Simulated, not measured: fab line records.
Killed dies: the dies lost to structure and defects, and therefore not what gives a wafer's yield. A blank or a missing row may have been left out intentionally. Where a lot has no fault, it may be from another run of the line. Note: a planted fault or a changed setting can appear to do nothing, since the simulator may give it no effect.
A lot that was struck, set against a sound lot ; flow n5-finfet ; 16 out of 1938 route steps
Sound: wafers L828.2, L828.5, L828.6. Wafers L825.1, L825.3, L825.6 were the ones struck. Last of all comes the cause.
Order at every step that has rows: each side's tool, ch and its chambers, its first start. Under that, the readings that differ: sound wafers ; struck wafers ; difference of the means ; sigmas: that difference in standard deviations of wafers without a fault.
alike: readings with means less than 2 such deviations apart, plus words and numbers identical on both sides. not compared: withheld readings, readings lacking a value on some wafer, bounds such as >300 that could conceal the same value, and numbers that have no deviation in the record and whose values overlap.
A row with sigmas, a row that says differs or no value, or rows on one side alone: a step with any of these is where the two part. Numbers that have no deviation but don't overlap get no sigmas and don't part them. A reading missing from all wafers of one side parts the sides only when that side holds two or more wafers.

N5_FIN_SAQP_HM_DEP_03: deposits SiNx from SiH4/NH3/N2, target thk 38 nm, time 33.6 s.
  sound on pecvd-03 ch 0,1,2, day 4 21:17; struck on pecvd-03 ch 0,2, day 4 03:40
  alike: heater-power-w, showerhead-plenum-p-Torr, throttle-valve-pct
N5_FIN_SAQP_THK_MEAS_05:
  struck on film-metro-01, day 4 03:47; sound on film-metro-01, day 4 21:22
  alike: thk-nm
N5_FIN_SAQP_PECVD_47: deposits a-Si from SiH4/He, target thk 45 nm, time 36.3 s.
  sound on pecvd-04 ch 0,1,2, day 4 21:24; struck on pecvd-03 ch 2, day 4 03:49
reading;sound;struck;difference;sigmas
heater-power-w (W);707 671 824;937 925 911;+190;+2
  alike: showerhead-plenum-p-Torr, throttle-valve-pct
N5_FIN_SAQP_PECVD_48: deposits SiNx from SiH4/NH3/N2, target thk 25 nm, time 22.1 s.
  sound on pecvd-04 ch 1,2, day 4 21:27; struck on pecvd-03 ch 2, day 4 03:53
  alike: heater-power-w, showerhead-plenum-p-Torr, throttle-valve-pct
N5_FIN_SAQP_PECVD_06: deposits a-Si from SiH4/He, target thk 60 nm, time 48.1 s.
  sound on pecvd-04 ch 1,2, day 4 21:31; struck on pecvd-03 ch 2, day 4 03:56
  alike: heater-power-w, showerhead-plenum-p-Torr, throttle-valve-pct
N5_FIN_SAQP_THK_MEAS_07:
  struck on film-metro-02, day 4 04:04; sound on film-metro-02, day 4 21:37
  alike: thk-nm
N5_FIN_SAQP_HM_DEP_72: deposits SiO2 from SiH4/N2O, target thk 12 nm, time 7.2 s.
  sound on pecvd-01 ch 0,2, day 4 21:40; struck on pecvd-01 ch 0,2, day 4 04:06
  alike: heater-power-w, showerhead-plenum-p-Torr
then, 5 steps without rows for these wafers: N5_FIN_SAQP_COAT_49 (time 60 s, resist thk 100 nm); N5_FIN_SAQP_COAT_50 (time 60 s, resist thk 35 nm); N5_FIN_SAQP_COAT_10 (resist thk 90 nm); N5_FIN_SAQP_EBR_12; N5_FIN_SAQP_SOFTBAKE_11 (time 60 s).
N5_FIN_SAQP_EXPOSE_13: exposes mask FIN CORE, target cd 35.6 nm.
  sound on arfi-scanner-02 ch 0, day 4 21:52; struck on arfi-scanner-03 ch 0, day 4 04:25
reading;sound;struck;difference;sigmas
exposure-dose-mJ-cm2;63.09 63.18 63.15;61.17 61.14 61.16;-1.98;-28
  alike: mask
then, 1 step without rows for these wafers: N5_FIN_SAQP_PEB_14 (peb time 60 s).
-- a jump in the record: the struck wafers' starts before and after are 6 days apart (it breaks off in module FIN_SAQP and resumes in module BEOL_M4, where the first step shown is number 1111 of the route) --
N5_BEOL_M4_RC_MEAS_101:
  sound on prober-01 ch 0, day 10 22:11; struck on prober-01 ch 0, day 10 14:50
  alike: DIBL_N, DIBL_P, IOFF_N, IOFF_P, ION_N, ION_P, SS_N, SS_P, VT_N, VT_P
-- the record jumps here: 4 days lie between the struck wafers' starts before and after (it left off in module BEOL_M4 and takes up again in module PASSIVATION, whose first step shown is number 1936 of the route) --
N5_PASSIVATION_PROBE_49:
  struck on prober-02, day 14 20:26; sound on prober-02, day 15 08:41
  alike: defect-limited-yield, killed_at_M0_to_M3, killed_at_M4_up, killed-at-contacts, killed-at-front-end, killed-at-other, killed-dies, killed-open, killed-short, sort_bin_4_leakage, sort_bin_5_function, sort_bin_6_memory, sort_bin_8_speed, sort-n-pass, sort-yield-pct

WHERE THEY PART
Earliest at N5_FIN_SAQP_PECVD_47; latest, in this record, at N5_FIN_SAQP_EXPOSE_13. Later steps at which nothing parts them and some readings are alike: N5_BEOL_M4_RC_MEAS_101, N5_PASSIVATION_PROBE_49.

WHY: what the simulator had put in
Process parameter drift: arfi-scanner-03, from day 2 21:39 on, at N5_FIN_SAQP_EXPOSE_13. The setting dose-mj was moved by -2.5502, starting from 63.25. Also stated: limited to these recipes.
